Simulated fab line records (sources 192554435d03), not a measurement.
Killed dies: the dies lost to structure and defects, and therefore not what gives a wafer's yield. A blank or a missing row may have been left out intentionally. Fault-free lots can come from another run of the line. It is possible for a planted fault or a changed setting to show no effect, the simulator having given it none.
Matching of chambers :: flow n5 finfet :: uv cure-02 running N5_BEOL_M8_CURE_74: 3 sister chambers
The step cures SiCOH lowk, time 240 s. 6 wafers are shown with their chamber, then 10 later ones without.

## EACH WAFER AND ITS CHAMBER
wafer: L083.2
chamber: 0
wafer_temp_C_max: 385.8
lamp power pct (%): 52.38

wafer: L083.5
chamber: 0
wafer_temp_C_max: 386.2
lamp power pct (%): 52.31

wafer: L084.2
chamber: 1
wafer_temp_C_max: 386.5
lamp power pct (%): 52.20

wafer: L084.4
chamber: 1
wafer_temp_C_max: 386.4
lamp power pct (%): 52.35

wafer: L086.1
chamber: 2
wafer_temp_C_max: 386.4
lamp power pct (%): 52.29

wafer: L086.3
chamber: 2
wafer_temp_C_max: 386.1
lamp power pct (%): 52.34

## WAFERS WITHOUT THEIR CHAMBER
wafer: L086.4
wafer_temp_C_max: 386.7
lamp power pct (%): 52.26

wafer: L087.3
wafer_temp_C_max: 385.8
lamp power pct (%): 52.25

wafer: L087.4
wafer_temp_C_max: 386.0
lamp power pct (%): 52.20

wafer: L087.6
wafer_temp_C_max: 385.6
lamp power pct (%): 52.32

wafer: L092.1
wafer_temp_C_max: 386.7
lamp power pct (%): 52.28

wafer: L092.3
wafer_temp_C_max: 385.9
lamp power pct (%): 52.26

wafer: L092.6
wafer_temp_C_max: 386.3
lamp power pct (%): 52.20

wafer: L095.1
wafer_temp_C_max: 386.2
lamp power pct (%): 52.28

wafer: L095.5
wafer_temp_C_max: 386.1
lamp power pct (%): 52.33

wafer: L095.6
wafer_temp_C_max: 385.9
lamp power pct (%): 52.28

## WHICH CHAMBER EACH WENT THROUGH
wafer: L086.4
from the rows above: can't be placed: 1 or 2
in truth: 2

wafer: L087.3
from the rows above: can't be placed: 0 or 2 or 1
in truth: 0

wafer: L087.4
from the rows above: can't be placed: 2 or 0 or 1
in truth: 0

wafer: L087.6
from the rows above: can't be placed: 0 or 2
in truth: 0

wafer: L092.1
from the rows above: can't be placed: 1 or 2
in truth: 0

wafer: L092.3
from the rows above: can't be placed: 0 or 2 or 1
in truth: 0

wafer: L092.6
from the rows above: can't be placed: 1 or 2 or 0
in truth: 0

wafer: L095.1
from the rows above: can't be placed: 2 or 1 or 0
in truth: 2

wafer: L095.5
from the rows above: can't be placed: 0 or 2 or 1
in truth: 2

wafer: L095.6
from the rows above: can't be placed: 0 or 2 or 1
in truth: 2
Correctly placed: 0 of 10. These rows do not allow placing 10 (true chamber among the candidates in 9). 0 placed wrongly.
How it was worked out, from the rows above alone: a wafer's distance from a chamber is the root of the sum, over the readings, of the square of ((its reading less the chamber's mean) divided by the reading's scatter). The wafer belongs to the nearest chamber; if the next one is less than 2 further off, it can't be placed. Each chamber's mean is taken over the wafers shown for it. The scatter: the root of (the sum of the squares of (reading less its chamber's mean) over the shown wafers, divided by (wafers less chambers)).
